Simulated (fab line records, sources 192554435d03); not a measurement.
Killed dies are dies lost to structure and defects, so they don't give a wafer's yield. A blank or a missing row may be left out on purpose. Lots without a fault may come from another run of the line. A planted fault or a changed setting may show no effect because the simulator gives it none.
One fault seen from 3 desks | flow n5_finfet | each desk has only its own numbers; what lay behind them comes last

THE TOOL OWNER'S DESK: rie_metal-03
The tool's own readings at N5_BEOL_M11_HM_OPEN_17 (chemistry Cl2/BCl3, target TiN, target depth 20 nm, overetch 6 nm): means of the sampled wafers that have a number, for each lot that ran on this tool. A lot is out of limits, marked OUT, if its mean lies more than 4 standard deviations from the usual mean; the brackets give that distance.
Columns: A = drypump_motor_current_A at N5_BEOL_M11_HM_OPEN_17, usual 6.01 A; B = oes_product_au at N5_BEOL_M11_HM_OPEN_17, usual 0.68 a.u.; C = throttle_valve_pct at N5_BEOL_M11_HM_OPEN_17, usual 22.13 %
lot  | first seen here | A    | B    | C
L632 | day 10 11:40    | 6.00 | 0.67 | 22.17
L645 | day 13 22:02    | 6.09 | 0.76 | 21.95
L653 | day 16 03:22    | 6.10 | 0.74 | 21.94
L652 | day 16 12:19    | 6.04 | 0.69 | 22.05
L655 | day 16 15:58    | 6.14 | 0.76 | 21.85
This desk's finding: nothing out of limits on any of the 5 lots.

THE DEFECT DESK
What the inspections along the route counted, lot by lot: means of the sampled wafers that have a number. A lot is out of limits, marked OUT, if its mean lies more than 4 standard deviations from the usual mean; the brackets give that distance.
Columns: A = raw_defect_count at N5_BEOL_M11_INSPECT_13, usual 439
lot  | first seen here | A
L632 | day 10 11:05    | 396
L645 | day 13 21:44    | 494
L646 | day 14 05:49    | 423
L653 | day 16 03:03    | 499
L652 | day 16 11:28    | 404
L655 | day 16 15:40    | 361
L654 | day 17 02:10    | 531
This desk's finding: nothing out of limits on any of the 7 lots.

THE METROLOGY DESK
What the gauges read, lot by lot, whatever tool the lot ran on: means of the sampled wafers that have a number. A lot is out of limits, marked OUT, if its mean lies more than 4 standard deviations from the usual mean; the brackets give that distance.
Columns: A = cd_nm at N5_BEOL_M11_CD_MEAS_11, usual 64.3 nm; B = M11_OVL at N5_BEOL_M11_OVL_MEAS_12, usual -0.3 nm
lot  | first seen here | A    | B
L632 | day 10 11:01    | 64.3 | 0.9
L645 | day 13 21:40    | 63.4 | -1.2
L646 | day 14 05:46    | 64.9 | -0.8
L653 | day 16 03:00    | 63.8 | -1.4
L652 | day 16 11:25    | 65.7 | 0.6
L655 | day 16 15:37    | 64.3 | -1.1
L654 | day 17 02:05    | 64.2 | -0.6
This desk's finding: nothing out of limits on any of the 7 lots.

PUT TOGETHER
The tool owner's desk saw nothing out of limits.
The defect desk saw nothing out of limits.
The metrology desk saw nothing out of limits.

WHAT THE SIMULATOR HAD PUT IN
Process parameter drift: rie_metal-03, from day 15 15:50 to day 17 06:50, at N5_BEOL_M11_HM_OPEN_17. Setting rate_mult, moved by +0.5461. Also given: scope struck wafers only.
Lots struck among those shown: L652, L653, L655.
